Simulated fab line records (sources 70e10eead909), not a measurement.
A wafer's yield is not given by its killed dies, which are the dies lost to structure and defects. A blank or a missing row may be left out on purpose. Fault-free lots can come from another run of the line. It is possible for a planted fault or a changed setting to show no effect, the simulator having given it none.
fab line records    flow nandHarc    part 1 of 2: steps 1 to 4 of 6
record: lots: 21  wafers: 63  lastDay: 34
route steps=1302 shown A_SGD_CUT@919 A_SLIT@936 A_CONTACT@986
lots that met no fault: taken from a fault-free run of the same line
startH: start of the lot's first displayed wafer, in hours after the record's first day    waitH: time in hours since the lot's previous step    " repeats the value in the row above    L1.1+2: a row that stands for several wafers    - either no value or no given start    * or withheld: withheld    < > ~ a bound
route shown NAME@n: NAME is a module with steps in the file, n the number in the route of the first one    usual: the fault-free wafers' mean and standard deviation    same: alike in all rows    chamber/n: place in a boat    sites: per-site readings    _std_site: standard deviation of those values    _edge_site: inner sites' mean taken away from outer sites' mean    radiusMm: how far each site lies from the wafer's centre    mask NAME#n: copy n    behind: the tool/chamber that last shaped the wafer    hold: why the lot went on hold/how many hours it stayed there/how the hold came to an end    device: which transistor (n, p or np) failed to switch    end of line: tests of these same wafers at the route's end    step lacking rows: just its recipe    killed: not the wafer's yield, but the dies lost to structure and defects at the first sort    map: per-die view of a wafer (x killed, . not killed, _ where there is no die)
set.NAME: the setting as run; set.NAME@STEP: as run at that earlier step    model.NAME: the simulator's own value behind a step, which no gauge read
route steps across a sampled set of lots; one table per step, one row per wafer
services: from which hour (startH, from the record's first day; less than 0 if before it) a tool's chamber was out of use, for how many hours, and why
== steps ==
step: NHARC_A_SGD_CUT_ETCHBACK_24
recipe: targetDepthA: 500  overEtchFrac: 0.3  timeS: 92.857  ionEnergyEv: 120  ch3fFlowSccm: 50  o2FlowSccm: 30  arFlowSccm: 200  rfW: 500  biasW: 100  chemistry: CH3F/O2
usual: chamberPressureMTorr: 24.998/0.022  drypumpMotorCurrentA: 5.6/0.35  oesProductAu: 0.97/0.033  rfVppV: 244.0/1.9  showerheadPlenumPTorr: 2.44/0.12  throttleValvePct: 20.665/0.0097
lot.wafer  tool        chamber  startH  waitH  chamberPressureMTorr  drypumpMotorCurrentA  oesProductAu  rfHoursCounterH  rfVppV  showerheadPlenumPTorr  throttleValvePct
L075.4     rieDiel-01  3        448.28  0.2    24.975                5.3                   0.99          4                241.1   2.30                   20.662
L075.1     "           0        "       "      25.037                5.6                   0.99          4                247.2   2.63                   20.673
L075.3     "           1        "       "      24.989                5.3                   0.99          5                244.4   2.47                   20.691
L074.3     rieDiel-11  0        453.01  0.1    25.035                5.3                   1.00          0                244.3   2.39                   20.659
L074.2     "           1        "       "      24.969                5.8                   1.01          0                246.1   2.64                   20.661
L074.4     "           3        "       "      24.976                5.1                   1.00          1                243.1   2.40                   20.678
L080.3     rieDiel-11  2        489.15  0.1    24.999                5.7                   1.00          2                242.5   2.34                   20.659
L080.4     "           3        "       "      25.011                5.1                   1.00          2                243.6   2.40                   20.656
L080.5     "           3        "       "      25.025                5.1                   1.00          -                243.5   2.40                   20.652
L077.3     rieDiel-01  3        489.18  0.2    25.014                5.3                   0.93          8                242.6   2.30                   20.667
L077.2     "           0        "       "      25.019                5.6                   0.92          8                247.3   2.62                   20.672
L077.6     "           2        "       "      24.976                5.7                   0.92          -                245.0   2.54                   20.672
L078.1     rieDiel-03  2        489.18  0.2    25.039                6.0                   0.99          1                241.8   2.33                   20.654
L078.4     "           3        "       "      24.970                6.0                   1.00          2                246.5   2.57                   20.665
L078.5     "           0        "       "      24.973                4.9                   1.00          -                242.9   2.36                   20.669
L079.4     rieDiel-01  2        499.85  0.2    25.005                5.7                   1.00          9                246.3   2.54                   20.666
L079.1     "           3        "       "      24.997                5.3                   1.01          8                242.4   2.30                   20.668
L079.6     "           0        "       "      24.980                5.6                   1.00          -                247.2   2.63                   20.673
L081.2     rieDiel-03  0        519.32  0.1    24.989                5.0                   0.97          4                242.4   2.36                   20.669
L081.3     "           1        "       "      25.058                6.2                   0.97          4                241.2   2.29                   20.676
L081.6     "           1        "       "      25.004                6.2                   0.97          -                241.4   2.29                   20.652
L083.4     rieDiel-03  1        532.55  0.1    24.995                6.1                   0.92          5                241.9   2.29                   20.662
L083.3     "           0        "       "      24.998                4.9                   0.93          5                242.2   2.36                   20.660
L083.6     "           2        "       "      24.965                6.0                   0.91          -                241.7   2.33                   20.661
L084.3     rieDiel-11  2        543.52  0.1    24.954                5.7                   0.93          4                242.2   2.34                   20.650
L084.4     "           3        "       "      24.981                5.1                   0.93          4                243.6   2.39                   20.649
L084.6     "           3        "       "      24.989                5.1                   0.93          -                241.4   2.39                   20.658
L085.3     rieDiel-01  3        553.29  0.2    24.994                5.3                   0.93          12               241.7   2.29                   20.682
L085.5     "           1        "       "      25.020                5.4                   0.93          -                245.5   2.46                   20.679
L085.6     "           2        "       "      25.004                5.7                   0.92          -                245.9   2.54                   20.656
L086.2     rieDiel-01  1        571.60  0.1    25.002                5.3                   1.01          0                244.0   2.46                   20.657
L086.4     "           3        "       "      25.021                5.3                   1.00          0                241.2   2.29                   20.679
L086.6     "           2        "       "      25.019                5.7                   1.00          -                245.0   2.54                   20.661
L089.4     rieDiel-11  3        571.60  0.2    24.977                5.1                   1.00          5                245.0   2.39                   20.674
L089.2     "           0        "       "      25.030                5.3                   1.00          4                243.0   2.39                   20.663
L089.3     "           2        "       "      24.989                5.8                   0.99          5                243.5   2.34                   20.666
L088.2     rieDiel-03  3        571.61  0.1    25.000                6.0                   0.98          7                246.1   2.57                   20.673
L088.3     "           1        "       "      24.988                6.2                   0.99          8                241.8   2.28                   20.662
L088.5     "           2        "       "      25.022                6.0                   0.99          -                242.0   2.33                   20.657
L087.2     rieDiel-03  3        575.07  0.2    25.021                6.0                   0.99          7                246.4   2.57                   20.658
L087.5     "           1        "       "      25.005                6.1                   0.98          -                241.6   2.28                   20.660
L087.6     "           2        "       "      24.955                6.0                   1.00          -                242.7   2.33                   20.663
L091.2     rieDiel-01  3        594.76  0.1    24.981                5.3                   0.99          2                242.7   2.29                   20.659
L091.5     "           0        "       "      24.989                5.6                   0.99          -                246.7   2.62                   20.660
L091.4     "           2        "       "      25.035                5.7                   1.01          -                245.4   2.54                   20.650
L092.2     rieDiel-11  3        618.78  0.1    24.971                5.1                   1.01          0                242.5   2.39                   20.674
L092.4     "           0        "       "      25.046                5.3                   1.00          0                241.2   2.39                   20.668
L092.5     "           0        "       "      24.996                5.3                   1.00          -                243.0   2.39                   20.680
L093.1     rieDiel-01  1        618.84  0.2    24.980                5.3                   0.93          4                245.5   2.46                   20.662
L093.4     "           2        "       "      24.953                5.7                   0.93          5                245.0   2.53                   20.651
L093.2     "           3        "       "      25.017                5.3                   0.93          5                241.8   2.29                   20.654
L094.4     rieDiel-11  3        646.26  0.1    24.971                5.1                   0.94          1                243.2   2.39                   20.666
L094.2     "           0        "       "      25.021                5.3                   0.94          1                243.7   2.39                   20.680
L094.1     "           2        "       "      25.003                5.8                   0.95          1                241.7   2.34                   20.665
L096.4     rieDiel-11  3        656.13  0.2    25.038                5.1                   0.93          2                243.4   2.39                   20.658
L096.2     "           1        "       "      25.002                5.9                   0.94          2                246.7   2.64                   20.652
L096.6     "           3        "       "      24.998                5.1                   0.93          -                243.3   2.39                   20.662
L095.2     rieDiel-01  0        656.16  0.2    25.007                5.6                   1.01          9                246.5   2.62                   20.686
L095.5     "           2        "       "      24.981                5.6                   1.00          -                245.7   2.53                   20.670
L095.4     "           3        "       "      25.014                5.3                   0.99          -                241.0   2.29                   20.672
L097.4     rieDiel-01  2        682.11  0.2    25.005                5.7                   0.93          9                244.9   2.53                   20.679
L097.2     "           3        "       "      25.026                5.3                   0.92          10               241.8   2.29                   20.675
L097.6     "           2        "       "      25.022                5.7                   0.93          -                246.0   2.53                   20.672
step: NHARC_A_SLIT_DESCUM_14
recipe: timeS: 3  o2FlowSccm: 200  arFlowSccm: 0  biasPowerW: 0  chemistry: O2
usual: chamberPressureMTorr: 60.00/0.052  drypumpMotorCurrentA: 5.7/0.44  oesProductAu: 1.000/0.0084  rfVppV: 57.8/0.88  showerheadPlenumPTorr: 1.92/0.066  throttleValvePct: 11.311/0.0095
lot.wafer  tool        chamber  startH  waitH  chamberPressureMTorr  drypumpMotorCurrentA  oesProductAu  rfHoursCounterH  rfVppV  showerheadPlenumPTorr  throttleValvePct
L075.1     rieDiel-06  0        453.76  0.1    60.00                 4.7                   0.993         8.6              57.5    1.87                   11.297
L075.3     "           2        "       "      59.97                 5.8                   1.014         8.2              56.6    1.96                   11.312
L075.4     "           3        "       "      59.97                 6.0                   1.018         -                58.5    1.99                   11.308
L074.4     rieDiel-04  0        459.41  0.1    59.98                 5.8                   0.997         6.2              57.3    1.82                   11.314
L074.3     "           1        "       "      59.88                 6.2                   1.002         5.6              56.2    1.88                   11.322
L074.2     "           3        "       "      59.97                 5.1                   1.003         6.1              59.1    1.99                   11.306
L080.4     rieDiel-06  2        495.70  0.1    60.13                 5.8                   0.993         0                58.7    1.96                   11.310
L080.3     "           3        "       "      60.01                 6.0                   0.986         0                57.5    1.99                   11.319
L080.5     "           1        "       "      59.95                 6.0                   0.993         -                58.0    1.94                   11.315
L077.3     rieDiel-04  1        496.18  0.1    59.88                 6.2                   1.002         7.6              57.3    1.88                   11.307
L077.2     "           3        "       "      59.98                 5.1                   0.987         7.3              57.4    1.99                   11.314
L077.6     "           0        "       "      60.01                 5.8                   0.989         -                56.6    1.82                   11.299
L078.1     rieDiel-06  3        499.35  0.1    60.08                 6.0                   1.005         0.6              57.1    1.99                   11.316
L078.4     "           0        "       "      60.01                 4.7                   0.994         0.6              57.4    1.87                   11.317
L078.5     "           1        "       "      60.00                 6.0                   1.002         -                58.4    1.94                   11.292
L079.1     rieDiel-08  3        505.67  0.1    60.02                 6.1                   1.005         5.9              58.8    1.93                   11.313
L079.4     "           0        "       "      60.01                 5.9                   1.007         6.6              59.3    2.03                   11.297
L079.6     "           2        "       "      60.05                 5.4                   1.007         -                57.5    1.82                   11.307
L081.3     rieDiel-06  0        524.84  0.1    60.05                 4.7                   0.986         1.9              58.1    1.87                   11.312
L081.2     "           1        "       "      60.00                 6.0                   0.986         1.9              58.0    1.94                   11.311
L081.6     "           3        "       "      60.03                 6.0                   0.999         -                59.1    1.98                   11.308
L083.4     rieDiel-06  0        540.00  0.1    59.86                 4.7                   0.988         3.3              56.6    1.86                   11.306
L083.3     "           2        "       "      59.92                 5.8                   0.996         3.5              58.7    1.96                   11.312
L083.6     "           1        "       "      60.01                 6.1                   1.008         -                58.6    1.94                   11.324
L084.3     rieDiel-06  1        549.44  0.1    59.98                 6.0                   1.005         4.0              57.8    1.94                   11.300
L084.4     "           3        "       "      60.08                 6.0                   0.996         4.6              57.8    1.98                   11.296
L084.6     "           1        "       "      60.00                 6.1                   1.010         -                58.0    1.94                   11.305
L085.3     rieDiel-06  3        558.79  0.1    59.96                 6.0                   0.991         5.1              57.7    1.98                   11.310
L085.5     "           3        "       "      60.05                 6.0                   0.997         -                60.1    1.98                   11.306
L085.6     "           0        "       "      60.08                 4.7                   0.993         -                57.3    1.86                   11.314
L088.3     rieDiel-08  2        576.76  0.1    60.00                 5.5                   1.015         1.3              57.7    1.82                   11.325
L088.2     "           1        "       "      60.00                 5.5                   1.000         0.3              58.8    1.84                   11.318
L088.5     "           2        "       "      59.99                 5.5                   1.010         -                58.1    1.82                   11.312
L086.4     rieDiel-06  3        577.00  0.1    60.01                 6.1                   0.992         6.1              59.5    1.98                   11.331
L086.2     "           0        "       "      60.07                 4.7                   0.998         6.9              57.4    1.86                   11.309
L086.6     "           0        "       "      59.97                 4.7                   0.992         -                56.9    1.86                   11.295
L089.2     rieDiel-04  3        577.40  0.1    60.07                 5.1                   1.004         1.5              57.9    1.99                   11.311
L089.4     "           0        "       "      59.86                 5.8                   0.999         1.6              56.6    1.82                   11.314
L089.3     "           1        "       "      59.95                 6.2                   1.012         1.5              56.6    1.88                   11.300
L087.2     rieDiel-04  3        581.22  0.1    60.01                 5.1                   0.998         2.5              58.8    1.99                   11.320
L087.6     "           3        "       "      59.97                 5.2                   0.993         -                58.6    1.99                   11.324
L087.5     "           0        "       "      60.05                 5.8                   0.993         -                56.8    1.82                   11.319
L091.4     rieDiel-08  0        601.41  0.1    60.12                 5.8                   1.010         1.8              58.9    2.03                   11.313
L091.2     "           2        "       "      60.04                 5.5                   1.017         2.4              56.9    1.82                   11.305
L091.5     "           0        "       "      60.06                 5.8                   1.007         -                58.9    2.03                   11.302
L092.2     rieDiel-08  2        629.01  0.1    59.96                 5.5                   1.008         4.1              57.9    1.82                   11.296
L092.4     "           0        "       "      59.98                 5.8                   1.010         4.0              58.6    2.03                   11.330
L092.5     "           1        "       "      60.03                 5.5                   0.996         -                58.6    1.84                   11.312
L093.2     rieDiel-06  2        629.33  0.1    59.97                 5.8                   0.998         8.8              56.0    1.95                   11.312
L093.1     "           3        "       "      60.05                 6.0                   0.997         9.2              58.2    1.98                   11.316
L093.4     "           1        "       "      59.97                 6.1                   1.004         -                58.2    1.94                   11.318
L094.1     rieDiel-06  1        651.64  0.1    60.03                 6.1                   0.991         11.2             58.7    1.94                   11.303
L094.2     "           2        "       "      59.94                 5.8                   0.993         10.8             58.6    1.95                   11.331
L094.4     "           1        "       "      60.00                 6.0                   1.001         -                57.5    1.94                   11.303
L095.2     rieDiel-04  2        661.45  0.1    59.99                 5.6                   0.993         6.0              57.5    1.97                   11.308
L095.4     "           3        "       "      60.02                 5.1                   0.988         5.6              57.9    1.99                   11.297
L095.5     "           2        "       "      60.01                 5.6                   0.990         -                58.6    1.97                   11.301
L096.4     rieDiel-08  0        661.59  0.1    60.04                 5.8                   1.005         5.4              59.0    2.03                   11.335
L096.2     "           2        "       "      59.95                 5.5                   1.015         5.1              58.2    1.82                   11.297
L096.6     "           0        "       "      60.01                 5.9                   1.010         -                57.5    2.03                   11.338
L097.4     rieDiel-06  1        687.36  0.1    60.03                 6.1                   1.005         0.2              58.9    1.94                   11.296
L097.2     "           2        "       "      59.95                 5.8                   0.996         0.2              58.5    1.95                   11.312
L097.6     "           3        "       "      59.97                 6.0                   1.011         -                59.1    1.98                   11.315
step: NHARC_A_CONTACT_DEP_29
recipe: targetThkA: 1000  targetThkNm: 100  tempC: 400  pressureTorr: 3.5  flowSccm: 200  rfW: 350  material: SiON
usual: heaterPowerW: 687/74
lot.wafer  tool      chamber  startH  waitH  heaterPowerW
L075.1     pecvd-04  2        491.06  3.6    721
L075.3     "         0        "       "      819
L075.4     "         2        "       "      733
L074.2     pecvd-04  1        501.90  2.8    643
L074.3     "         2        "       "      751
L074.4     "         1        "       "      657
L077.3     pecvd-01  1        531.73  2.2    733
L077.2     "         2        "       "      676
L077.6     "         2        "       "      699
L078.1     pecvd-04  0        534.51  3.6    707
L078.5     "         1        "       "      610
L078.4     "         2        "       "      688
L080.3     pecvd-01  1        534.56  2.2    703
L080.5     "         0        "       "      727
L080.4     "         1        "       "      742
L079.1     pecvd-04  2        548.92  3.6    702
L079.6     "         1        "       "      616
L079.4     "         0        "       "      821
L081.2     pecvd-04  2        562.15  2.8    732
L081.3     "         0        "       "      798
L081.6     "         1        "       "      650
L083.3     pecvd-04  2        580.37  2.1    753
L083.6     "         2        "       "      749
L083.4     "         0        "       "      828
L084.3     pecvd-01  2        587.48  2.2    703
L084.4     "         0        "       "      739
L084.6     "         1        "       "      741
L085.3     pecvd-01  0        596.42  2.2    663
L085.5     "         2        "       "      645
L085.6     "         0        "       "      694
L086.2     pecvd-04  2        612.87  2.9    660
L086.4     "         2        "       "      693
L086.6     "         0        "       "      817
L088.3     pecvd-01  2        612.89  2.1    734
L088.2     "         1        "       "      746
L088.5     "         2        "       "      728
L089.3     pecvd-02  2        617.13  2.1    547
L089.2     "         0        "       "      618
L089.4     "         0        "       "      615
L087.2     pecvd-01  1        618.33  2.9    613
L087.6     "         1        "       "      641
L087.5     "         2        "       "      755
L091.2     pecvd-01  0        639.40  2.9    763
L091.5     "         0        "       "      768
L091.4     "         1        "       "      735
L092.2     pecvd-02  0        668.36  2.9    683
L092.5     "         1        "       "      603
L092.4     "         2        "       "      500
L093.2     pecvd-04  1        668.45  2.8    600
L093.1     "         0        "       "      670
L093.4     "         2        "       "      710
L094.2     pecvd-04  1        694.05  2.9    655
L094.1     "         2        "       "      606
L094.4     "         0        "       "      700
L095.2     pecvd-01  0        697.53  2.9    707
L095.5     "         1        "       "      714
L095.4     "         2        "       "      677
L096.2     pecvd-02  2        697.57  2.9    522
L096.4     "         1        "       "      642
L096.6     "         0        "       "      699
L097.2     pecvd-01  0        723.35  2.8    720
L097.4     "         0        "       "      733
L097.6     "         1        "       "      664
step: NHARC_A_CONTACT_ETCH_51
recipe: targetDepthA: 70000  overEtchFrac: 0.3  timeS: 1820  ionEnergyEv: 150  o2FlowSccm: 400  cosFlowSccm: 20  arFlowSccm: 0  rfW: 500  biasW: 300  chemistry: O2/COS
usual: chamberPressureMTorr: 20.003/0.017  drypumpMotorCurrentA: 6.14/0.26  oesProductAu: 1.003/0.0071  rfVppV: 315.1/2.7  showerheadPlenumPTorr: 3.18/0.18  throttleValvePct: 28.331/0.0093
lot.wafer  tool        chamber  startH  waitH  chamberPressureMTorr  drypumpMotorCurrentA  oesProductAu  rfHoursCounterH  rfVppV  showerheadPlenumPTorr  throttleValvePct
L075.1     rieDiel-02  0        -       -      19.985                6.24                  1.001         18               317.2   3.36                   28.337
L075.4     "           2        "       "      19.994                6.41                  1.008         18               315.9   3.25                   28.325
L075.3     "           3        "       "      20.008                5.63                  1.011         5                310.6   2.91                   28.331
L074.3     rieDiel-13  2        -       -      19.979                6.27                  0.998         46               316.3   3.35                   28.318
L074.4     "           0        "       "      19.999                6.44                  0.998         47               313.0   2.96                   28.318
L074.2     "           1        "       "      20.011                6.40                  1.002         47               316.4   3.23                   28.337
L077.2     rieDiel-02  3        -       -      20.008                5.61                  1.010         9                312.6   2.91                   28.351
L077.3     "           0        "       "      20.001                6.24                  0.996         24               318.1   3.36                   28.338
L077.6     "           1        "       "      19.994                6.05                  0.998         -                316.4   3.35                   28.327
L078.1     rieDiel-02  1        -       -      20.001                6.02                  1.003         27               316.7   3.35                   28.356
L078.4     "           3        "       "      19.993                5.61                  1.005         10               311.8   2.91                   28.317
L078.5     "           1        "       "      20.009                6.02                  1.004         -                318.4   3.35                   28.329
L080.4     rieDiel-13  1        -       -      20.035                6.42                  1.001         1                315.0   3.22                   28.340
L080.3     "           2        "       "      20.037                6.26                  1.005         1                316.1   3.34                   28.325
L080.5     "           1        "       "      19.995                6.41                  1.005         -                314.8   3.22                   28.326
L079.4     rieDiel-13  2        -       -      20.025                6.27                  1.002         5                317.5   3.34                   28.331
L079.1     "           1        "       "      19.987                6.39                  1.005         5                315.9   3.22                   28.334
L079.6     "           2        "       "      20.010                6.26                  1.003         -                318.6   3.34                   28.304
L081.3     rieDiel-13  1        -       -      20.022                6.42                  1.003         9                316.0   3.22                   28.332
L081.2     "           2        "       "      20.005                6.25                  1.001         9                316.7   3.34                   28.349
L081.6     "           1        "       "      19.997                6.45                  1.007         -                315.6   3.22                   28.326
L083.4     rieDiel-13  2        -       -      19.998                6.27                  1.003         14               316.7   3.34                   28.327
L083.3     "           3        "       "      20.013                6.08                  0.995         16               310.8   2.93                   28.334
L083.6     "           1        "       "      20.021                6.44                  1.002         -                316.0   3.22                   28.338
L084.3     rieDiel-02  2        -       -      20.001                6.37                  1.004         2                316.0   3.24                   28.331
L084.4     "           1        "       "      20.014                6.05                  1.002         2                318.5   3.34                   28.340
L084.6     "           3        "       "      20.011                5.62                  1.017         -                311.2   2.90                   28.331
L085.3     rieDiel-07  0        -       -      20.004                6.08                  0.991         45               318.1   3.35                   28.327
L085.6     "           2        "       "      19.993                5.97                  0.991         -                314.5   3.06                   28.325
L085.5     "           3        "       "      20.012                6.13                  0.987         -                316.1   3.26                   28.331
L086.4     rieDiel-02  3        -       -      20.003                5.61                  1.000         8                309.8   2.90                   28.337
L086.2     "           1        "       "      19.997                6.06                  1.001         8                316.9   3.34                   28.342
L086.6     "           2        "       "      20.026                6.39                  1.009         -                315.8   3.24                   28.325
L088.3     rieDiel-13  2        -       -      20.001                6.28                  1.000         25               316.0   3.33                   28.314
L088.2     "           0        "       "      19.989                6.45                  0.999         29               311.2   2.94                   28.333
L088.5     "           2        "       "      20.016                6.29                  0.999         -                319.1   3.33                   28.344
L089.2     rieDiel-02  1        -       -      20.004                6.04                  1.003         8                317.0   3.34                   28.340
L089.4     "           2        "       "      19.980                6.40                  1.005         8                315.0   3.23                   28.333
L089.3     "           3        "       "      19.999                5.60                  1.006         10               311.9   2.90                   28.330
L087.2     rieDiel-13  2        -       -      19.987                6.27                  1.002         27               318.0   3.33                   28.332
L087.5     "           0        "       "      20.010                6.47                  0.998         -                312.2   2.94                   28.338
L087.6     "           1        "       "      20.000                6.44                  1.005         -                317.3   3.21                   28.321
L091.4     rieDiel-07  2        -       -      19.989                5.94                  0.998         28               313.7   3.06                   28.318
L091.2     "           3        "       "      20.016                6.13                  0.985         60               315.4   3.25                   28.337
L091.5     "           0        "       "      20.016                6.07                  0.995         -                317.9   3.34                   28.336
L092.2     rieDiel-02  1        -       -      20.032                6.02                  1.008         18               316.2   3.33                   28.322
L092.4     "           2        "       "      20.010                6.42                  1.017         18               316.9   3.23                   28.334
L092.5     "           2        "       "      19.995                6.37                  1.015         -                315.1   3.23                   28.341
L093.1     rieDiel-02  0        -       -      19.968                6.25                  0.998         20               318.0   3.35                   28.328
L093.4     "           1        "       "      20.027                6.02                  0.991         19               317.3   3.33                   28.347
L093.2     "           3        "       "      20.014                5.60                  1.001         18               310.7   2.90                   28.317
L094.1     rieDiel-02  2        -       -      20.027                6.39                  1.011         21               315.5   3.23                   28.328
L094.4     "           3        "       "      19.989                5.59                  1.005         21               310.6   2.90                   28.344
L094.2     "           0        "       "      20.014                6.24                  1.007         23               316.7   3.35                   28.327
L095.4     rieDiel-02  0        -       -      19.993                6.24                  1.021         24               316.6   3.34                   28.335
L095.2     "           2        "       "      20.002                6.37                  1.000         22               316.4   3.23                   28.324
L095.5     "           0        "       "      20.018                6.22                  1.005         -                317.0   3.34                   28.313
L096.2     rieDiel-07  3        -       -      20.021                6.16                  1.001         14               316.0   3.25                   28.337
L096.4     "           0        "       "      19.965                6.09                  0.986         13               317.5   3.33                   28.325
L096.6     "           0        "       "      20.005                6.12                  0.997         -                317.1   3.33                   28.329
L097.2     rieDiel-02  0        -       -      19.990                6.21                  1.006         28               317.5   3.34                   28.326
L097.4     "           1        "       "      20.001                6.01                  0.996         27               317.6   3.33                   28.333
L097.6     "           3        "       "      19.971                5.60                  1.010         -                310.6   2.89                   28.317
